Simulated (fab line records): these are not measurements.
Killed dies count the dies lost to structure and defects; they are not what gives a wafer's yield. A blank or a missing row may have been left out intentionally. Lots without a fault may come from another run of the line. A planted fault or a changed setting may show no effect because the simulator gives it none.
Chamber matching | flow nand harc | NHARC_A_M0_CMP_23 on cmp-02: 4 sister chambers
The step polishes, t overpolish 20 s, target thk 113.75 nm. 22 wafers are shown with their chamber, then 11 later ones without.

## EACH WAFER AND ITS CHAMBER
wafer  | chamber | motor current A (A) | time to endpoint s (s)
L074.2 | 0       | 11.4                | 29
L074.3 | 1       | 11.1                | 29
L074.5 | 2       | 14.2                | 28
L075.2 | 1       | 11.3                | 28
L075.3 | 0       | 11.8                | 25
L075.4 | 2       | 13.8                | 27
L076.4 | 3       | 11.0                | 29
L076.5 | 2       | 12.2                | 27
L076.6 | 1       | 11.2                | 28
L079.1 | 0       | 10.8                | 27
L079.3 | 1       | 11.8                | 32
L079.6 | 1       | 11.5                | 31
L085.2 | 3       | 11.1                | 30
L085.3 | 2       | 13.0                | 26
L085.4 | 1       | 11.8                | 28
L080.2 | 2       | 13.0                | 29
L080.3 | 3       | 11.5                | 31
L080.4 | 1       | 11.2                | 27
L084.4 | 0       | 11.1                | 27
L084.5 | 1       | 11.5                | 31
L084.6 | 2       | 12.8                | 26
L087.1 | 1       | 10.9                | 26

SIGNATURES (averages over the wafers above)
reading            | chamber 0 | chamber 1 | chamber 2 | chamber 3 | scatter within a chamber
motor current A    | 11.275    | 11.367    | 13.167    | 11.200    | 0.474
time to endpoint s | 27.00     | 28.89     | 27.17     | 30.00     | 1.66
Rule: a wafer lies at a distance from a chamber equal to the root of the sum of squares, over the readings, of (its reading less the chamber's mean, divided by the reading's scatter). The wafer belongs to the nearest chamber; if the next one is less than 2 further off, it can't be placed. The scatter is the square root of a quotient: the sum, over the shown wafers, of each reading's squared deviation from its chamber's mean, divided by wafers minus chambers.

## WAFERS MISSING THEIR CHAMBER
wafer  | motor current A (A) | time to endpoint s (s)
L087.4 | 11.5                | 25
L087.5 | 11.5                | 26
L090.1 | 11.5                | 31
L090.5 | 11.6                | 24
L090.6 | 13.4                | 25
L097.3 | 11.5                | 26
L097.5 | 13.0                | 30
L097.6 | 11.1                | 29
L096.1 | 10.7                | 29
L096.3 | 11.6                | 27
L096.4 | 12.2                | 31

## WHICH CHAMBER EACH WENT THROUGH
wafer  | from the rows above               | in truth
L087.4 | can't be placed: 0 or 1 or 3      | 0
L087.5 | can't be placed: 0 or 1 or 3      | 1
L090.1 | can't be placed: 3 or 1 or 0      | 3
L090.5 | can't be placed: 0 or 1 or 3 or 2 | 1
L090.6 | 2                                 | 2
L097.3 | can't be placed: 0 or 1 or 3      | 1
L097.5 | can't be placed: 2 or 1           | 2
L097.6 | can't be placed: 1 or 3 or 0      | 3
L096.1 | can't be placed: 3 or 1 or 0      | 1
L096.3 | can't be placed: 0 or 1 or 3      | 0
L096.4 | can't be placed: 1 or 3 or 2 or 0 | 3
Correct placement for 1 of the 11. Can't be placed from these rows: 10 (the true chamber is among the candidates in 10). Number placed wrongly: 0.
